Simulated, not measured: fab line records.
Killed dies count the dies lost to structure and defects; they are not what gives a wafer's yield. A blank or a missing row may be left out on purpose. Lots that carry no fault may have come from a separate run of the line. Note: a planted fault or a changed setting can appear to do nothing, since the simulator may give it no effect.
Chamber matching / flow n5-finfet / 4 sister chambers for N5_DUMMY_REMOVAL_STRIP_10 on rie-diel-02
The step strips in N2/H2, time 40 s. 18 wafers are shown with their chamber, then 9 later ones without.

## WAFERS PAIRED WITH THEIR CHAMBERS
wafer=L074.4; chamber=1; showerhead-plenum-p-Torr (Torr)=3.32; drypump-motor-current-A (A)=6.1; throttle-valve-pct (%)=12.46
wafer=L074.5; chamber=3; showerhead-plenum-p-Torr (Torr)=3.51; drypump-motor-current-A (A)=5.6; throttle-valve-pct (%)=12.32
wafer=L074.6; chamber=2; showerhead-plenum-p-Torr (Torr)=3.32; drypump-motor-current-A (A)=6.0; throttle-valve-pct (%)=12.52
wafer=L076.1; chamber=0; showerhead-plenum-p-Torr (Torr)=3.36; drypump-motor-current-A (A)=5.9; throttle-valve-pct (%)=12.27
wafer=L076.3; chamber=2; showerhead-plenum-p-Torr (Torr)=3.32; drypump-motor-current-A (A)=6.0; throttle-valve-pct (%)=12.53
wafer=L076.5; chamber=3; showerhead-plenum-p-Torr (Torr)=3.51; drypump-motor-current-A (A)=5.6; throttle-valve-pct (%)=12.34
wafer=L078.1; chamber=0; showerhead-plenum-p-Torr (Torr)=3.35; drypump-motor-current-A (A)=6.0; throttle-valve-pct (%)=12.28
wafer=L078.3; chamber=2; showerhead-plenum-p-Torr (Torr)=3.32; drypump-motor-current-A (A)=6.0; throttle-valve-pct (%)=12.56
wafer=L078.5; chamber=0; showerhead-plenum-p-Torr (Torr)=3.35; drypump-motor-current-A (A)=6.0; throttle-valve-pct (%)=12.27
wafer=L081.3; chamber=1; showerhead-plenum-p-Torr (Torr)=3.31; drypump-motor-current-A (A)=6.1; throttle-valve-pct (%)=12.51
wafer=L081.4; chamber=3; showerhead-plenum-p-Torr (Torr)=3.50; drypump-motor-current-A (A)=5.6; throttle-valve-pct (%)=12.35
wafer=L081.5; chamber=1; showerhead-plenum-p-Torr (Torr)=3.31; drypump-motor-current-A (A)=6.1; throttle-valve-pct (%)=12.49
wafer=L084.4; chamber=3; showerhead-plenum-p-Torr (Torr)=3.50; drypump-motor-current-A (A)=5.6; throttle-valve-pct (%)=12.39
wafer=L084.5; chamber=0; showerhead-plenum-p-Torr (Torr)=3.35; drypump-motor-current-A (A)=6.0; throttle-valve-pct (%)=12.31
wafer=L084.6; chamber=1; showerhead-plenum-p-Torr (Torr)=3.31; drypump-motor-current-A (A)=6.1; throttle-valve-pct (%)=12.51
wafer=L085.2; chamber=3; showerhead-plenum-p-Torr (Torr)=3.50; drypump-motor-current-A (A)=5.6; throttle-valve-pct (%)=12.40
wafer=L085.4; chamber=3; showerhead-plenum-p-Torr (Torr)=3.50; drypump-motor-current-A (A)=5.6; throttle-valve-pct (%)=12.40
wafer=L085.5; chamber=3; showerhead-plenum-p-Torr (Torr)=3.50; drypump-motor-current-A (A)=5.6; throttle-valve-pct (%)=12.39

SIGNATURES (averages over the wafers above)
reading=showerhead-plenum-p-Torr; chamber 0=3.3525; chamber 1=3.3125; chamber 2=3.3200; chamber 3=3.5029; scatter within a chamber=0.00457
reading=drypump-motor-current-A; chamber 0=5.975; chamber 1=6.100; chamber 2=6.000; chamber 3=5.600; scatter within a chamber=0.0231
reading=throttle-valve-pct; chamber 0=12.2825; chamber 1=12.4925; chamber 2=12.5367; chamber 3=12.3700; scatter within a chamber=0.0267
Rule: a wafer's distance from a chamber is the root of the sum, over the readings, of the square of ((its reading less the chamber's mean) divided by the reading's scatter). If the next closest chamber is less than 2 further off than the closest, the wafer can't be placed; otherwise it belongs to the closest. The scatter is the square root of a quotient: the sum, over the shown wafers, of each reading's squared deviation from its chamber's mean, divided by wafers minus chambers.

## WAFERS WHOSE CHAMBER IS MISSING
wafer=L091.1; showerhead-plenum-p-Torr (Torr)=3.49; drypump-motor-current-A (A)=5.6; throttle-valve-pct (%)=12.40
wafer=L091.2; showerhead-plenum-p-Torr (Torr)=3.31; drypump-motor-current-A (A)=6.0; throttle-valve-pct (%)=11.94
wafer=L091.6; showerhead-plenum-p-Torr (Torr)=3.49; drypump-motor-current-A (A)=5.6; throttle-valve-pct (%)=12.42
wafer=L097.2; showerhead-plenum-p-Torr (Torr)=3.30; drypump-motor-current-A (A)=6.0; throttle-valve-pct (%)=11.95
wafer=L097.3; showerhead-plenum-p-Torr (Torr)=3.30; drypump-motor-current-A (A)=6.1; throttle-valve-pct (%)=11.87
wafer=L097.6; showerhead-plenum-p-Torr (Torr)=3.48; drypump-motor-current-A (A)=5.6; throttle-valve-pct (%)=12.45
wafer=L096.3; showerhead-plenum-p-Torr (Torr)=3.48; drypump-motor-current-A (A)=5.6; throttle-valve-pct (%)=12.44
wafer=L096.4; showerhead-plenum-p-Torr (Torr)=3.33; drypump-motor-current-A (A)=5.9; throttle-valve-pct (%)=12.37
wafer=L096.6; showerhead-plenum-p-Torr (Torr)=3.48; drypump-motor-current-A (A)=5.6; throttle-valve-pct (%)=12.45

## WHICH CHAMBER EACH WENT THROUGH
wafer=L091.1; from the rows above=3; in truth=3
wafer=L091.2; from the rows above=0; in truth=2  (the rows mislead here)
wafer=L091.6; from the rows above=3; in truth=3
wafer=L097.2; from the rows above=0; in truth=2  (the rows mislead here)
wafer=L097.3; from the rows above=0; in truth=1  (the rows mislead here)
wafer=L097.6; from the rows above=3; in truth=3
wafer=L096.3; from the rows above=3; in truth=3
wafer=L096.4; from the rows above=can't be placed: 0 or 2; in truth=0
wafer=L096.6; from the rows above=3; in truth=3
Placed correctly: 5 of 9. Cannot be placed on the basis of these rows: 1; the candidates contain the true chamber in 1. Number placed wrongly: 3.
